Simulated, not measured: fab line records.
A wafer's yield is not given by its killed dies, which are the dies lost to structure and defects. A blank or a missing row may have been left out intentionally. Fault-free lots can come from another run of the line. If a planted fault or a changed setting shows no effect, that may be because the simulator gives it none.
fab line records + flow nand_harc
[record]
- lots = 11
- wafers = 33
- last_day = 34
route steps=1302 shown A_M0@1146 END@1302
lots that met no fault: taken from a fault-free run of the same line
start_h: the number of hours between the record's first day and the start of the first shown wafer of the lot + wait_h: time in hours since the lot's previous step + " as in the row above + L1.1+2: one row covering several wafers at once + - no value, or no start was given + * or withheld: withheld + < > ~ a bound
route shown NAME@n: a module of which the file shows steps, and the number in the route of the first + usual: mean/standard deviation of fault-free wafers + same: alike in all rows + chamber/n: place in a boat + sites: each site's reading + _std_site: their standard deviation + _edge_site: outer sites' mean less inner sites' + radius_mm: for every site, how far away it sits from the centre of the wafer + mask NAME#n: copy n + behind: the tool/chamber that last shaped the wafer + hold: cause of the lot's hold/its duration in hours/its outcome + device: transistor that didn't switch, given as n, p or np + end of line: at the end of the route, the tests of the same wafers + a step without rows: its recipe alone + killed: not the wafer's yield, but the dies lost to structure and defects at the first sort + map: dies across one wafer; x = killed, . = not, _ = none there
set.NAME: the run value of the setting; set.NAME@STEP: its run value at that earlier step + model.NAME: the simulator's own value behind a step, which no gauge read
one table for each step of the route and one row for each wafer, over a sample of lots
services: from which hour (start_h, from the record's first day; less than 0 if before it) a tool's chamber was out of use, for how many hours, and why
[[steps]]
[step NHARC_A_M0_DEVELOP_08]
[recipe]
- develop_time_s = 35
- dev_temp_c = 23
| lot.wafer  | tool           | chamber | start_h | wait_h |
|------------|----------------|---------|---------|--------|
| L403.2+4+5 | litho_track-04 | 0       | 521     | -      |
| L404.2+4+5 | litho_track-04 | 0       | 540     | -      |
| L406.1+4+6 | litho_track-01 | 0       | 552     | -      |
| L407.1+3+5 | litho_track-06 | 0       | 556     | -      |
| L405.1+2+6 | litho_track-06 | 0       | 558     | -      |
| L410.2+4+5 | litho_track-01 | 0       | 590     | -      |
| L411.1+3+4 | litho_track-04 | 0       | 594     | -      |
| L414.1+2+6 | litho_track-04 | 0       | 636     | -      |
| L412.2+3+4 | litho_track-01 | 0       | 651     | -      |
| L420.1+3+5 | litho_track-04 | 0       | 695     | -      |
| L426.1+2+5 | litho_track-01 | 0       | 766     | -      |
[step NHARC_A_M0_CD_MEAS_09]
[recipe]
- target_cd_nm = 80
- landing_energy_ev = 500
[usual]
- cd_nm = 79.7/0.6
| lot.wafer | tool      | chamber | start_h | wait_h | cd_nm |
|-----------|-----------|---------|---------|--------|-------|
| L403.2    | cd_sem-01 | 0       | 521.23  | -      | 80.0  |
| L403.4    | "         | 0       | "       | "      | 80.7  |
| L403.5    | "         | 0       | "       | "      | 80.2  |
| L404.2    | cd_sem-03 | 0       | 540.78  | -      | 78.6  |
| L404.4    | "         | 0       | "       | "      | 79.9  |
| L404.5    | "         | 0       | "       | "      | 79.4  |
| L406.1    | cd_sem-01 | 0       | 552.59  | -      | 79.4  |
| L406.4    | "         | 0       | "       | "      | 80.4  |
| L406.6    | "         | 0       | "       | "      | 80.1  |
| L407.1    | cd_sem-01 | 0       | 556.87  | -      | 78.4  |
| L407.3    | "         | 0       | "       | "      | 79.7  |
| L407.5    | "         | 0       | "       | "      | 79.7  |
| L405.1    | cd_sem-01 | 0       | 558.34  | -      | 80.1  |
| L405.2    | "         | 0       | "       | "      | 80.2  |
| L405.6    | "         | 0       | "       | "      | 80.4  |
| L410.2    | cd_sem-03 | 0       | 590.75  | -      | 79.7  |
| L410.4    | "         | 0       | "       | "      | 80.2  |
| L410.5    | "         | 0       | "       | "      | 79.9  |
| L411.1    | cd_sem-02 | 0       | 594.86  | -      | 78.1  |
| L411.3    | "         | 0       | "       | "      | 79.8  |
| L411.4    | "         | 0       | "       | "      | 79.1  |
| L414.1    | cd_sem-01 | 0       | 636.56  | -      | 80.2  |
| L414.2    | "         | 0       | "       | "      | 79.6  |
| L414.6    | "         | 0       | "       | "      | 79.3  |
| L412.2    | cd_sem-01 | 0       | 651.59  | -      | 80.7  |
| L412.3    | "         | 0       | "       | "      | 80.4  |
| L412.4    | "         | 0       | "       | "      | 80.6  |
| L420.1    | cd_sem-01 | 0       | 695.12  | -      | 79.2  |
| L420.3    | "         | 0       | "       | "      | 79.6  |
| L420.5    | "         | 0       | "       | "      | 77.5  |
| L426.1    | cd_sem-03 | 0       | 766.99  | -      | 79.6  |
| L426.2    | "         | 0       | "       | "      | 80.1  |
| L426.5    | "         | 0       | "       | "      | 79.5  |
[step NHARC_A_M0_DESCUM_14]
[recipe]
- time_s = 3
- o2_flow_sccm = 200
- ar_flow_sccm = 0
- bias_power_w = 0
- chemistry = O2
[usual]
- chamber_pressure_mTorr = 60.00/0.051
- drypump_motor_current_A = 5.7/0.46
- oes_product_au = 0.996/0.01
- rf_vpp_V = 57.9/0.88
- showerhead_plenum_p_Torr = 1.93/0.086
- throttle_valve_pct = 11.312/0.0095
| lot.wafer | tool        | chamber | start_h | wait_h | chamber_pressure_mTorr | drypump_motor_current_A | oes_product_au | rf_hours_counter_h | rf_vpp_V | showerhead_plenum_p_Torr | throttle_valve_pct |
|-----------|-------------|---------|---------|--------|------------------------|-------------------------|----------------|--------------------|----------|--------------------------|--------------------|
| L403.4    | rie_diel-01 | 2       | 521.41  | 0.1    | 60.03                  | 6.0                     | 0.988          | 7.5                | 58.6     | 2.00                     | 11.308             |
| L403.2    | "           | 3       | "       | "      | 60.11                  | 6.3                     | 0.980          | 7.2                | 58.1     | 1.97                     | 11.335             |
| L403.5    | "           | 2       | "       | "      | 60.00                  | 6.0                     | 0.994          | -                  | 57.5     | 2.01                     | 11.308             |
| L404.2    | rie_diel-12 | 1       | 540.97  | 0.1    | 60.05                  | 5.4                     | 1.016          | 3.0                | 58.4     | 1.94                     | 11.311             |
| L404.5    | "           | 0       | "       | "      | 60.08                  | 4.8                     | 1.014          | -                  | 58.9     | 1.79                     | 11.311             |
| L404.4    | "           | 3       | "       | "      | 59.96                  | 6.1                     | 1.000          | -                  | 57.7     | 2.04                     | 11.306             |
| L406.4    | rie_diel-01 | 0       | 552.80  | 0.1    | 60.01                  | 5.2                     | 0.999          | 7.6                | 57.6     | 1.86                     | 11.307             |
| L406.1    | "           | 1       | "       | "      | 60.03                  | 5.3                     | 1.005          | 9.1                | 58.8     | 1.83                     | 11.328             |
| L406.6    | "           | 3       | "       | "      | 59.96                  | 6.3                     | 0.991          | -                  | 57.2     | 1.96                     | 11.315             |
| L407.1    | rie_diel-01 | 1       | 557.06  | 0.1    | 59.95                  | 5.3                     | 1.001          | 9.1                | 57.2     | 1.83                     | 11.298             |
| L407.3    | "           | 2       | "       | "      | 59.98                  | 6.0                     | 0.992          | 9.9                | 59.0     | 2.00                     | 11.328             |
| L407.5    | "           | 1       | "       | "      | 60.07                  | 5.3                     | 1.010          | -                  | 58.7     | 1.83                     | 11.316             |
| L405.2    | rie_diel-12 | 2       | 558.52  | 0.1    | 60.03                  | 5.8                     | 1.014          | 3.3                | 55.7     | 1.98                     | 11.315             |
| L405.1    | "           | 0       | "       | "      | 60.04                  | 4.8                     | 1.003          | 4.9                | 56.8     | 1.79                     | 11.315             |
| L405.6    | "           | 3       | "       | "      | 60.04                  | 6.1                     | 0.998          | -                  | 60.1     | 2.04                     | 11.310             |
| L410.2    | rie_diel-12 | 3       | 590.94  | 0.1    | 60.03                  | 6.1                     | 1.021          | 6.3                | 59.0     | 2.04                     | 11.314             |
| L410.4    | "           | 1       | "       | "      | 60.00                  | 5.4                     | 1.011          | 6.0                | 55.9     | 1.94                     | 11.330             |
| L410.5    | "           | 2       | "       | "      | 60.01                  | 5.8                     | 1.021          | -                  | 58.3     | 1.98                     | 11.310             |
| L411.1    | rie_diel-01 | 1       | 595.05  | 0.1    | 60.00                  | 5.3                     | 0.999          | 0.6                | 57.6     | 1.83                     | 11.317             |
| L411.3    | "           | 0       | "       | "      | 59.91                  | 5.2                     | 0.986          | 2.0                | 58.0     | 1.86                     | 11.315             |
| L411.4    | "           | 0       | "       | "      | 60.04                  | 5.2                     | 0.980          | -                  | 57.5     | 1.86                     | 11.315             |
| L414.1    | rie_diel-12 | 2       | 636.74  | 0.1    | 60.02                  | 5.9                     | 0.989          | 0.0                | 58.5     | 1.98                     | 11.313             |
| L414.2    | "           | 3       | "       | "      | 59.97                  | 6.1                     | 0.995          | 0.0                | 57.8     | 2.04                     | 11.301             |
| L414.6    | "           | 2       | "       | "      | 60.02                  | 5.8                     | 1.002          | -                  | 57.7     | 1.98                     | 11.302             |
| L412.3    | rie_diel-01 | 0       | 651.79  | 0.1    | 60.07                  | 5.2                     | 0.987          | 5.0                | 57.1     | 1.86                     | 11.312             |
| L412.2    | "           | 2       | "       | "      | 59.97                  | 6.0                     | 0.992          | 5.6                | 57.8     | 2.00                     | 11.307             |
| L412.4    | "           | 2       | "       | "      | 59.98                  | 6.0                     | 1.000          | -                  | 59.2     | 2.00                     | 11.304             |
| L420.3    | rie_diel-12 | 2       | 695.31  | 0.1    | 60.05                  | 5.8                     | 1.004          | 3.5                | 58.0     | 1.97                     | 11.305             |
| L420.1    | "           | 1       | "       | "      | 60.02                  | 5.4                     | 0.990          | 4.2                | 57.4     | 1.94                     | 11.318             |
| L420.5    | "           | 3       | "       | "      | 60.07                  | 6.1                     | 0.992          | -                  | 59.2     | 2.04                     | 11.313             |
| L426.1    | rie_diel-12 | 3       | 767.18  | 0.1    | 60.08                  | 6.1                     | 1.003          | 6.8                | 57.4     | 2.04                     | 11.305             |
| L426.2    | "           | 0       | "       | "      | 60.01                  | 4.8                     | 0.981          | 7.5                | 56.6     | 1.79                     | 11.313             |
| L426.5    | "           | 0       | "       | "      | 60.04                  | 4.8                     | 0.979          | -                  | 56.0     | 1.79                     | 11.314             |
[step NHARC_A_M0_ETCH_15]
[recipe]
- target_depth_a = 1500
- overetch_a = 150
- time_s = 82.5
- c4f8_flow_sccm = withheld
- ar_flow_sccm = 400
- rf_w = 600
- bias_w = 300
- chemistry = C4F8/Ar
[usual]
- chamber_pressure_mTorr = 24.999/0.022
- oes_product_au = 0.946/0.022
- rf_fwd_power_W = 595.3/2.5
- rf_vpp_V = 441.2/2.9
| lot.wafer | tool        | chamber | start_h | wait_h | chamber_pressure_mTorr | oes_product_au | rf_fwd_power_W | rf_hours_counter_h | rf_vpp_V |
|-----------|-------------|---------|---------|--------|------------------------|----------------|----------------|--------------------|----------|
| L403.2    | rie_diel-01 | 1       | -       | -      | 25.014                 | 0.964          | 593.6          | 7.3                | 437.5    |
| L403.4    | "           | 0       | "       | "      | 25.003                 | 0.953          | 594.3          | 5.7                | 439.1    |
| L403.5    | "           | 1       | "       | "      | 25.000                 | 0.959          | 595.1          | -                  | 438.4    |
| L404.2    | rie_diel-12 | 0       | -       | -      | 24.979                 | 0.941          | 597.9          | 3.2                | 438.6    |
| L404.4    | "           | 0       | "       | "      | 24.989                 | 0.938          | 600.7          | -                  | 436.3    |
| L404.5    | "           | 1       | "       | "      | 25.010                 | 0.943          | 591.6          | -                  | 441.5    |
| L406.4    | rie_diel-01 | 0       | -       | -      | 25.008                 | 0.914          | 598.5          | 7.6                | 438.7    |
| L406.1    | "           | 2       | "       | "      | 25.020                 | 0.912          | 595.6          | 9.8                | 443.5    |
| L406.6    | "           | 3       | "       | "      | 24.989                 | 0.913          | 595.8          | -                  | 445.0    |
| L407.1    | rie_diel-01 | 2       | -       | -      | 25.025                 | 0.922          | 596.6          | 9.9                | 442.6    |
| L407.3    | "           | 3       | "       | "      | 24.986                 | 0.971          | 588.8          | 9.6                | 442.8    |
| L407.5    | "           | 1       | "       | "      | 25.033                 | 0.939          | 596.5          | -                  | 439.6    |
| L405.2    | rie_diel-12 | 2       | -       | -      | 25.054                 | 0.941          | 597.5          | 3.4                | 441.7    |
| L405.1    | "           | 3       | "       | "      | 24.973                 | 0.932          | 592.5          | 5.0                | 445.7    |
| L405.6    | "           | 0       | "       | "      | 25.028                 | 0.933          | 596.9          | -                  | 437.6    |
| L410.4    | rie_diel-12 | 1       | -       | -      | 24.999                 | 0.985          | 591.2          | 6.0                | 441.9    |
| L410.2    | "           | 2       | "       | "      | 24.993                 | 0.961          | 600.2          | 4.8                | 442.7    |
| L410.5    | "           | 3       | "       | "      | 24.991                 | 0.966          | 594.6          | -                  | 444.6    |
| L411.3    | rie_diel-01 | 1       | -       | -      | 25.008                 | 0.951          | 593.4          | 0.6                | 437.9    |
| L411.1    | "           | 0       | "       | "      | 24.961                 | 0.937          | 595.3          | 2.1                | 441.7    |
| L411.4    | "           | 2       | "       | "      | 25.007                 | 0.943          | 596.7          | -                  | 443.3    |
| L414.2    | rie_diel-12 | 0       | -       | -      | 24.982                 | 0.971          | 595.7          | 0.1                | 436.9    |
| L414.1    | "           | 2       | "       | "      | 24.964                 | 0.965          | 595.7          | 0.1                | 443.0    |
| L414.6    | "           | 0       | "       | "      | 25.000                 | 0.958          | 595.0          | -                  | 436.9    |
| L412.2    | rie_diel-01 | 0       | -       | -      | 24.999                 | 0.907          | 597.8          | 5.0                | 439.8    |
| L412.3    | "           | 2       | "       | "      | 24.978                 | 0.951          | 595.8          | 5.7                | 442.6    |
| L412.4    | "           | 0       | "       | "      | 25.018                 | 0.916          | 596.6          | -                  | 439.6    |
| L420.3    | rie_diel-12 | 0       | -       | -      | 24.989                 | 0.976          | 598.2          | 4.1                | 437.3    |
| L420.1    | "           | 1       | "       | "      | 24.996                 | 0.980          | 592.5          | 4.2                | 442.3    |
| L420.5    | "           | 0       | "       | "      | 25.009                 | 0.969          | 595.5          | -                  | 437.2    |
| L426.1    | rie_diel-12 | 2       | -       | -      | 24.970                 | 0.915          | 595.5          | 6.9                | 441.5    |
| L426.2    | "           | 1       | "       | "      | 24.976                 | 0.929          | 592.8          | 7.6                | 441.6    |
| L426.5    | "           | 2       | "       | "      | 25.023                 | 0.929          | 597.3          | -                  | 443.1    |
[step NHARC_A_M0_PVD_20]
[recipe]
- target_thk_a = 50
- bias_v = 168.6
- power_w = 15000
- chamber_pressure_pa = 0.12
- time_s = 8.06
- substrate_temp_c = 50
- material = TaN
[usual]
- throttle_valve_pct = 29.8/0.75
| lot.wafer | tool           | chamber | start_h | wait_h | throttle_valve_pct |
|-----------|----------------|---------|---------|--------|--------------------|
| L403.4    | pvd_sputter-03 | -       | -       | -      | 29.0               |
| L403.2    | "              | -       | "       | "      | 30.1               |
| L403.5    | "              | -       | "       | "      | 30.2               |
| L404.2    | pvd_sputter-02 | -       | -       | -      | 30.8               |
| L404.4    | "              | -       | "       | "      | 29.6               |
| L404.5    | "              | -       | "       | "      | 30.5               |
| L406.1    | pvd_sputter-03 | -       | -       | -      | 30.0               |
| L406.4    | "              | -       | "       | "      | 29.0               |
| L406.6    | "              | -       | "       | "      | 30.0               |
| L407.1    | pvd_sputter-02 | -       | -       | -      | 30.2               |
| L407.3    | "              | -       | "       | "      | 30.5               |
| L407.5    | "              | -       | "       | "      | 30.7               |
| L405.1    | pvd_sputter-03 | -       | -       | -      | 29.4               |
| L405.2    | "              | -       | "       | "      | 30.3               |
| L405.6    | "              | -       | "       | "      | 29.4               |
| L410.4    | pvd_sputter-02 | -       | -       | -      | 29.7               |
| L410.2    | "              | -       | "       | "      | 30.6               |
| L410.5    | "              | -       | "       | "      | 30.3               |
| L411.4    | pvd_sputter-02 | -       | -       | -      | 30.6               |
| L411.1    | "              | -       | "       | "      | 29.7               |
| L411.3    | "              | -       | "       | "      | 30.7               |
| L414.2    | pvd_sputter-03 | -       | -       | -      | 29.4               |
| L414.1    | "              | -       | "       | "      | 30.2               |
| L414.6    | "              | -       | "       | "      | 29.8               |
| L412.3    | pvd_sputter-01 | -       | -       | -      | 29.3               |
| L412.2    | "              | -       | "       | "      | 27.9               |
| L412.4    | "              | -       | "       | "      | 28.5               |
| L420.3    | pvd_sputter-01 | -       | -       | -      | 27.8               |
| L420.1    | "              | -       | "       | "      | 29.2               |
| L420.5    | "              | -       | "       | "      | 27.7               |
| L426.2    | pvd_sputter-02 | -       | -       | -      | 30.0               |
| L426.1    | "              | -       | "       | "      | 31.1               |
| L426.5    | "              | -       | "       | "      | 30.2               |
[step NHARC_END_SORT_01]
[recipe]
- temp_c = 25
[usual]
- defect_limited_yield = 91.8/2.5
- killed_at_array = 51/17
- killed_at_other = 1.0/1.2
- killed_at_periphery = 3.4/2.5
- killed_dies = 56/17
- killed_open = 3.3/2.1
- killed_short = 2.6/1.6
- sort_bin_2_pct = 2.8/1.1
- sort_bin_3_pct = 0.6/0.34
- sort_bin_4_pct = 4.9/1.5
- sort_n_pass = 621/17
- sort_rim_yield_pct = 93/4
- sort_yield_pct = 91.8/2.5
[same]
- gross_dies = 677
- sort_bin_5_pct[%] = 0
- sort_bin_6_pct[%] = 0
- sort_bin_7_pct[%] = 0
- sort_bin_8_pct[%] = 0
- sort_rim_n_gross = 106.00
| lot.wafer | tool      | chamber | start_h | wait_h | defect_limited_yield[%] | killed_at_array | killed_at_other | killed_at_periphery | killed_dies | killed_open | killed_short | sort_bin_2_pct[%] | sort_bin_3_pct[%] | sort_bin_4_pct[%] | sort_n_pass | sort_rim_yield_pct[%] | sort_yield_pct[%] |
|-----------|-----------|---------|---------|--------|-------------------------|-----------------|-----------------|---------------------|-------------|-------------|--------------|-------------------|-------------------|-------------------|-------------|-----------------------|-------------------|
| L406.1    | prober-01 | 0       | 591.00  | 2.5    | 93.4                    | 43              | 0               | 2                   | 45          | 5           | 4            | 2.5               | 0.7               | 3.4               | 632         | 91                    | 93.4              |
| L406.4    | prober-01 | 0       | 593.39  | 3.4    | 92.8                    | 45              | 0               | 4                   | 49          | 6           | 1            | 2.2               | 1.0               | 4.0               | 628         | 92                    | 92.8              |
| L406.6    | prober-01 | 0       | 594.98  | 4.0    | 90.5                    | 62              | 0               | 2                   | 64          | 6           | 2            | 2.5               | 0.6               | 6.4               | 613         | 96                    | 90.5              |
| L410.2    | prober-02 | 0       | 630.26  | 2.8    | 89.2                    | 68              | 0               | 5                   | 73          | 2           | 1            | 3.7               | 0.7               | 6.4               | 604         | 89                    | 89.2              |
| L410.4    | prober-02 | 0       | 631.90  | 3.5    | 90.5                    | 61              | 1               | 2                   | 64          | 6           | 3            | 3.4               | 0.7               | 5.3               | 613         | 90                    | 90.5              |
| L410.5    | prober-02 | 0       | 632.73  | 3.8    | 91.4                    | 54              | 0               | 4                   | 58          | 4           | 3            | 3.5               | 0.4               | 4.6               | 619         | 87                    | 91.4              |
| L411.1    | prober-01 | 0       | 633.95  | 2.5    | 88.3                    | 75              | 1               | 3                   | 79          | 3           | 2            | 4.9               | 0.3               | 6.5               | 598         | 86                    | 88.3              |
| L411.3    | prober-01 | 0       | 635.56  | 3.1    | 91.0                    | 56              | 0               | 5                   | 61          | 5           | 2            | 3.0               | 0.6               | 5.5               | 616         | 85                    | 91.0              |
| L411.4    | prober-01 | 0       | 636.37  | 3.4    | 87.0                    | 82              | 2               | 4                   | 88          | 3           | 5            | 4.7               | 0.6               | 7.7               | 589         | 97                    | 87.0              |
| L412.2    | prober-02 | 0       | 689.82  | 2.8    | 90.7                    | 60              | 1               | 2                   | 63          | 5           | 0            | 3.2               | 0.1               | 5.9               | 614         | 97                    | 90.7              |
| L412.3    | prober-02 | 0       | 690.62  | 3.1    | 88.0                    | 75              | 0               | 6                   | 81          | 9           | 2            | 4.1               | 0.7               | 7.1               | 596         | 95                    | 88.0              |
| L412.4    | prober-02 | 0       | 691.43  | 3.4    | 92.9                    | 45              | 1               | 2                   | 48          | 4           | 3            | 2.1               | 0.3               | 4.7               | 629         | 87                    | 92.9              |
// killed by level:class
L406.1 A_CHANNEL_HOLE_D2:chamber_film_flake=15 A_CONTACT:chamber_film_flake=8 A_CHANNEL_HOLE_D1:chamber_film_flake=6 A_WL_FILL:chamber_film_flake=3 A_ONON_D1:geometric_particle:open=2 P_M2:geometric_particle:open=1 A_ONON_D1:geometric_particle:short=1 A_CHANNEL_HOLE_D1:geometric_particle:short=1
L406.4 A_CHANNEL_HOLE_D2:chamber_film_flake=15 A_CONTACT:chamber_film_flake=10 A_STAIRCASE:chamber_film_flake=6 A_CHANNEL_HOLE_D1:chamber_film_flake=3 P_ZERO_WELL:chamber_film_flake=2 A_BONDPAD:chamber_film_flake=2 A_CHANNEL_FILL_D1:chamber_film_flake=2 P_GATE:geometric_particle:open=1
L406.6 A_CHANNEL_HOLE_D2:chamber_film_flake=35 A_STAIRCASE:chamber_film_flake=7 A_CONTACT:chamber_film_flake=4 A_WL_FILL:chamber_film_flake=3 A_SGD_CUT:chamber_film_flake=2 P_CONTACT:geometric_particle:open=1 A_SOURCE_PLATE:geometric_particle:open=1 A_CHANNEL_FILL_D1:geometric_particle:short=1
L410.2 A_SLIT:chamber_film_flake=34 A_CHANNEL_HOLE_D1:chamber_film_flake=13 A_CHANNEL_HOLE_D2:chamber_film_flake=10 A_CONTACT:chamber_film_flake=5 P_STI:chamber_film_flake=4 A_ZERO_WELL:chamber_film_flake=2 A_CHANNEL_FILL_D1:geometric_particle:short=1 A_M1:geometric_particle:open=1
L410.4 A_SLIT:chamber_film_flake=26 A_CHANNEL_HOLE_D1:chamber_film_flake=10 A_CHANNEL_HOLE_D2:chamber_film_flake=9 A_CONTACT:chamber_film_flake=5 A_CHANNEL_FILL_D2:geometric_particle:open=3 A_STAIRCASE:chamber_film_flake=2 P_M1:geometric_particle:open=1 A_CHANNEL_FILL_D1:geometric_particle:short=1
L410.5 A_SLIT:chamber_film_flake=21 A_CHANNEL_HOLE_D1:chamber_film_flake=12 A_CHANNEL_HOLE_D2:chamber_film_flake=9 A_CONTACT:chamber_film_flake=5 P_CONTACT:geometric_particle:open=1 P_M0:geometric_particle:short=1 A_ONON_D1:geometric_particle:short=1 A_CHANNEL_FILL_D2:geometric_particle:open=1
L411.1 A_CHANNEL_HOLE_D2:chamber_film_flake=32 A_SLIT:chamber_film_flake=21 A_CHANNEL_HOLE_D1:chamber_film_flake=11 A_STAIRCASE:chamber_film_flake=3 P_CONTACT:chamber_film_flake=2 A_CONTACT:chamber_film_flake=2 P_M0:geometric_particle:open=1 A_ONON_D1:geometric_particle:open=1
L411.3 A_SLIT:chamber_film_flake=27 A_CHANNEL_HOLE_D2:chamber_film_flake=9 A_CHANNEL_HOLE_D1:chamber_film_flake=8 A_WL_FILL:chamber_film_flake=4 A_ONON_D2:geometric_particle:open=2 P_CONTACT:chamber_film_flake=2 A_CHANNEL_FILL_D1:geometric_particle:short=1 A_ONON_D2:geometric_particle:short=1
L411.4 A_CHANNEL_HOLE_D1:chamber_film_flake=29 A_CHANNEL_HOLE_D2:chamber_film_flake=23 A_SLIT:chamber_film_flake=18 A_WL_FILL:chamber_film_flake=3 P_CONTACT:geometric_particle:short=2 A_STAIRCASE:chamber_film_flake=2 P_CONTACT:geometric_particle:open=1 A_CHANNEL_HOLE_D1:geometric_particle:short=1
L412.2 A_CHANNEL_HOLE_D1:chamber_film_flake=30 A_CHANNEL_HOLE_D2:chamber_film_flake=13 A_CONTACT:chamber_film_flake=7 A_CHANNEL_FILL_D2:chamber_film_flake=2 A_ONON_D1:geometric_particle:open=1 A_CHANNEL_FILL_D1:geometric_particle:open=1 A_ONON_D2:geometric_particle:open=1 A_CONTACT:geometric_particle:open=1
L412.3 A_CHANNEL_HOLE_D1:chamber_film_flake=30 A_CHANNEL_HOLE_D2:chamber_film_flake=22 A_CONTACT:chamber_film_flake=7 P_STI:chamber_film_flake=4 A_STAIRCASE:chamber_film_flake=4 A_ONON_D1:geometric_particle:open=2 A_CHANNEL_FILL_D2:geometric_particle:open=2 A_SLIT:chamber_film_flake=2
L412.4 A_CHANNEL_HOLE_D2:chamber_film_flake=19 A_CHANNEL_HOLE_D1:chamber_film_flake=10 A_CONTACT:chamber_film_flake=6 A_SLIT:chamber_film_flake=2 P_M0:geometric_particle:open=1 A_SOURCE_PLATE:geometric_particle:short=1 A_CHANNEL_FILL_D1:geometric_particle:open=1 A_CHANNEL_FILL_D2:geometric_particle:open=1
[[services]]
| tool           | chamber | start_h | hours | kind   |
|----------------|---------|---------|-------|--------|
| litho_track-01 | -       | 505.00  | 7.0   | pm     |
| rie_diel-01    | -       | 513.54  | 0.4   | repair |
| pvd_sputter-02 | -       | 516.37  | 0.7   | repair |
| rie_diel-12    | 3       | 517.34  | 1.6   | repair |
| pvd_sputter-03 | -       | 526.03  | 10.0  | pm     |
| litho_track-06 | -       | 529.00  | 7.0   | pm     |
| rie_diel-12    | 2       | 532.78  | 17.9  | repair |
| litho_track-04 | -       | 553.00  | 7.0   | pm     |
| rie_diel-01    | -       | 557.84  | 9.0   | pm     |
| rie_diel-12    | 1       | 564.88  | 5.5   | repair |
| rie_diel-01    | 2       | 567.12  | 3.8   | repair |
| rie_diel-01    | 1       | 568.25  | 6.7   | repair |
| pvd_sputter-02 | -       | 578.47  | 1.1   | repair |
| rie_diel-01    | 3       | 581.73  | 14.2  | repair |
| rie_diel-12    | -       | 622.40  | 9.0   | pm     |
| pvd_sputter-02 | -       | 638.00  | 10.0  | pm     |
| rie_diel-01    | 1       | 644.72  | 9.7   | repair |
| litho_track-01 | -       | 680.00  | 7.0   | pm     |
| pvd_sputter-03 | -       | 704.03  | 10.0  | pm     |
| pvd_sputter-02 | -       | 717.65  | 22.4  | repair |
| rie_diel-01    | 3       | 726.12  | 5.6   | repair |
| litho_track-04 | -       | 728.00  | 7.0   | pm     |
| rie_diel-01    | -       | 734.84  | 9.0   | pm     |
| pvd_sputter-03 | -       | 749.03  | 1.2   | repair |
[[key]]
[first_sign]
- step = NHARC_A_M0_CD_MEAS_09
- reading = cd_nm
- direction = down
- sigmas = 3.7
- usual = 79.7
- struck = 77.5
effect none on later readings
met_at NHARC_A_M0_DEVELOP_08
struck_lots L420
struck_wafers L420.5
not_acting_at NHARC_A_M0_DESCUM_14,NHARC_A_M0_ETCH_15,NHARC_A_M0_PVD_20
onset_between 636 695
[fault]
- kind = process_parameter_drift
- tool = litho_track-04
- chamber = -
- onset_h = 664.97
- steps = NHARC_A_M0_DEVELOP_08
- channel = develop_time_s
- offset = *
- shape = step
- end_h = 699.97
- scope = struck_wafers_only
- acts_in = *
- stated = *
